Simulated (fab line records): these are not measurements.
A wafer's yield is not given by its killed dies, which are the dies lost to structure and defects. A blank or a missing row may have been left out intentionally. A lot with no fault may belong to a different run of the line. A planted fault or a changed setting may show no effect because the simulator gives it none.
Chamber matching ; flow nand harc ; 4 sister chambers for NHARC_THIN_TSV_ETCH_15 on rie si-03
The step target depth 3000 nm, bosch target overetch cycles 2, bosch etch step 2.8 s. 14 wafers are shown with their chamber, then 7 later ones without.

## WAFERS PAIRED WITH THEIR CHAMBERS
wafer;chamber;drypump motor current A (A)
L850.1;3;5.5
L850.3;2;6.0
L850.6;0;4.8
L853.3;1;6.5
L853.4;0;4.8
L853.6;2;5.9
L851.1;0;4.8
L851.4;1;6.5
L851.5;1;6.5
L857.2;1;6.5
L857.4;2;5.9
L857.6;0;4.8
L861.1;2;5.9
L861.2;3;5.4

SIGNATURES (means of the wafers above)
reading;chamber 0;chamber 1;chamber 2;chamber 3;scatter within a chamber
drypump motor current A;4.800;6.500;5.925;5.450;0.0354
Rule: for each reading, subtract the chamber's mean from the wafer's reading, divide by that reading's scatter and square the result; add these up over the readings and take the root, which gives the wafer's distance from the chamber. The wafer belongs to the nearest chamber; if the next one is less than 2 further off, it can't be placed. The scatter: take each reading less its chamber's mean, square it, sum over the shown wafers, divide by the number of wafers less the number of chambers, and take the root.

## WAFERS WITHOUT THEIR CHAMBER
wafer;drypump motor current A (A)
L861.3;6.5
L866.1;5.5
L866.5;5.9
L866.6;5.5
L873.2;4.9
L873.4;5.9
L873.5;6.4

## CHAMBER TAKEN BY EACH
wafer;from the rows above;in truth
L861.3;1;1
L866.1;3;3
L866.5;2;2
L866.6;3;3
L873.2;0;0
L873.4;2;2
L873.5;1;1
7 of 7 placed correctly. Left unplaced by these rows: 0. Placed wrongly: 0.
